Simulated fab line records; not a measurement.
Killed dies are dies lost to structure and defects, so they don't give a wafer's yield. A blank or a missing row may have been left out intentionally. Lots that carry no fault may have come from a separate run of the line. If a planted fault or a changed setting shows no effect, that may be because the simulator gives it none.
Matching of chambers -- flow nandHarc -- NHARC_P_CONTACT_ETCH_35 on rieDiel-01 has 4 sister chambers
The step etches the open film in CF4, target depth 39 nm, time 65 s. 7 wafers are shown with their chamber, then 8 later ones without.

## WAFERS PAIRED WITH THEIR CHAMBERS
wafer,chamber,drypumpMotorCurrentA (A),oesProductAu (a.u.)
L074.5,3,6.5,0.988
L080.3,2,5.2,1.001
L080.5,2,5.2,1.010
L080.6,1,5.7,1.003
L085.4,1,5.8,1.002
L085.6,0,5.4,0.990
L087.1,0,5.4,0.999

## WAFERS WITHOUT THEIR CHAMBER
wafer,drypumpMotorCurrentA (A),oesProductAu (a.u.)
L087.5,5.8,1.007
L087.6,5.2,1.004
L088.1,5.2,1.018
L088.5,5.2,1.012
L088.6,5.8,1.005
L092.3,5.4,1.002
L092.4,6.5,1.004
L092.5,5.8,1.003

## WHICH CHAMBER EACH WENT THROUGH
wafer,from the rows above,in truth
L087.5,1,1
L087.6,2,2
L088.1,2,2
L088.5,2,2
L088.6,1,1
L092.3,0,0
L092.4,3,3
L092.5,1,1
8 of 8 placed correctly. From these rows, 0 cannot be placed. Placed wrongly: 0.
How it was worked out, from the rows above alone: a wafer's distance from a chamber is the root of the sum, over the readings, of the square of ((its reading less the chamber's mean) divided by the reading's scatter). The wafer belongs to the nearest chamber; if the next one is less than 2 further off, it can't be placed. A chamber's mean is the mean of its shown wafers. The scatter: the root of (the sum of the squares of (reading less its chamber's mean) over the shown wafers, divided by (wafers less chambers)).
